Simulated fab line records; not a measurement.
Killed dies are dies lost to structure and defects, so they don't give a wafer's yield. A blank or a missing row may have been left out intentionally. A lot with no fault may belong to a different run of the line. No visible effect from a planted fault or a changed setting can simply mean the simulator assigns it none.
Matching of chambers || flow nand harc || 4 sister chambers for NHARC_P_GATE_STRIP_108 on rie diel-05
The step strips in O2. 14 wafers are shown with their chamber, then 7 later ones without.

== EACH WAFER AND ITS CHAMBER ==
{"wafer": "L074.1", "chamber": 0, "showerhead plenum p Torr (Torr)": 3.40, "drypump motor current A (A)": 5.65, "o2 flow sccm (sccm)": 503.3}
{"wafer": "L074.5", "chamber": 1, "showerhead plenum p Torr (Torr)": 3.52, "drypump motor current A (A)": 5.42, "o2 flow sccm (sccm)": 500.1}
{"wafer": "L074.6", "chamber": 2, "showerhead plenum p Torr (Torr)": 3.75, "drypump motor current A (A)": 5.73, "o2 flow sccm (sccm)": 501.0}
{"wafer": "L076.1", "chamber": 0, "showerhead plenum p Torr (Torr)": 3.40, "drypump motor current A (A)": 5.65, "o2 flow sccm (sccm)": 502.1}
{"wafer": "L076.2", "chamber": 1, "showerhead plenum p Torr (Torr)": 3.52, "drypump motor current A (A)": 5.42, "o2 flow sccm (sccm)": 499.2}
{"wafer": "L076.4", "chamber": 3, "showerhead plenum p Torr (Torr)": 3.28, "drypump motor current A (A)": 5.41, "o2 flow sccm (sccm)": 498.6}
{"wafer": "L083.2", "chamber": 0, "showerhead plenum p Torr (Torr)": 3.39, "drypump motor current A (A)": 5.61, "o2 flow sccm (sccm)": 500.4}
{"wafer": "L083.5", "chamber": 1, "showerhead plenum p Torr (Torr)": 3.51, "drypump motor current A (A)": 5.44, "o2 flow sccm (sccm)": 498.3}
{"wafer": "L083.6", "chamber": 2, "showerhead plenum p Torr (Torr)": 3.74, "drypump motor current A (A)": 5.75, "o2 flow sccm (sccm)": 502.4}
{"wafer": "L089.2", "chamber": 1, "showerhead plenum p Torr (Torr)": 3.50, "drypump motor current A (A)": 5.45, "o2 flow sccm (sccm)": 499.5}
{"wafer": "L089.3", "chamber": 0, "showerhead plenum p Torr (Torr)": 3.38, "drypump motor current A (A)": 5.61, "o2 flow sccm (sccm)": 500.8}
{"wafer": "L089.6", "chamber": 0, "showerhead plenum p Torr (Torr)": 3.38, "drypump motor current A (A)": 5.65, "o2 flow sccm (sccm)": 501.2}
{"wafer": "L090.1", "chamber": 2, "showerhead plenum p Torr (Torr)": 3.73, "drypump motor current A (A)": 5.73, "o2 flow sccm (sccm)": 499.5}
{"wafer": "L090.3", "chamber": 0, "showerhead plenum p Torr (Torr)": 3.38, "drypump motor current A (A)": 5.66, "o2 flow sccm (sccm)": 497.8}

SIGNATURES, as means of the wafers listed above
{"reading": "showerhead plenum p Torr", "chamber 0": 3.3883, "chamber 1": 3.5125, "chamber 2": 3.7400, "chamber 3": 3.2800, "scatter within a chamber": 0.00979}
{"reading": "drypump motor current A", "chamber 0": 5.6383, "chamber 1": 5.4325, "chamber 2": 5.7367, "chamber 3": 5.4100, "scatter within a chamber": 0.0185}
{"reading": "o2 flow sccm", "chamber 0": 500.933, "chamber 1": 499.275, "chamber 2": 500.967, "chamber 3": 498.600, "scatter within a chamber": 1.52}
Rule: a wafer's distance from a chamber is the root of the sum, over the readings, of the square of ((its reading less the chamber's mean) divided by the reading's scatter). The wafer belongs to the nearest chamber; if the next one is less than 2 further off, it can't be placed. The scatter is the square root of a quotient: the sum, over the shown wafers, of each reading's squared deviation from its chamber's mean, divided by wafers minus chambers.

== WAFERS WHOSE CHAMBER IS MISSING ==
{"wafer": "L090.5", "showerhead plenum p Torr (Torr)": 3.50, "drypump motor current A (A)": 5.43, "o2 flow sccm (sccm)": 500.6}
{"wafer": "L091.2", "showerhead plenum p Torr (Torr)": 3.73, "drypump motor current A (A)": 5.73, "o2 flow sccm (sccm)": 500.8}
{"wafer": "L091.3", "showerhead plenum p Torr (Torr)": 3.50, "drypump motor current A (A)": 5.43, "o2 flow sccm (sccm)": 502.4}
{"wafer": "L091.4", "showerhead plenum p Torr (Torr)": 3.38, "drypump motor current A (A)": 5.61, "o2 flow sccm (sccm)": 498.4}
{"wafer": "L093.1", "showerhead plenum p Torr (Torr)": 3.38, "drypump motor current A (A)": 5.63, "o2 flow sccm (sccm)": 502.7}
{"wafer": "L093.5", "showerhead plenum p Torr (Torr)": 3.38, "drypump motor current A (A)": 5.61, "o2 flow sccm (sccm)": 501.8}
{"wafer": "L093.6", "showerhead plenum p Torr (Torr)": 3.80, "drypump motor current A (A)": 5.41, "o2 flow sccm (sccm)": 501.8}

== EACH ONE'S CHAMBER ==
{"wafer": "L090.5", "from the rows above": 1, "in truth": 1}
{"wafer": "L091.2", "from the rows above": 2, "in truth": 2}
{"wafer": "L091.3", "from the rows above": 1, "in truth": 1}
{"wafer": "L091.4", "from the rows above": 0, "in truth": 0}
{"wafer": "L093.1", "from the rows above": 0, "in truth": 0}
{"wafer": "L093.5", "from the rows above": 0, "in truth": 0}
{"wafer": "L093.6", "from the rows above": 2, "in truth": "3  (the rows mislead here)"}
6 of 7 placed correctly. Number that these rows cannot place: 0. Wrongly placed: 1.
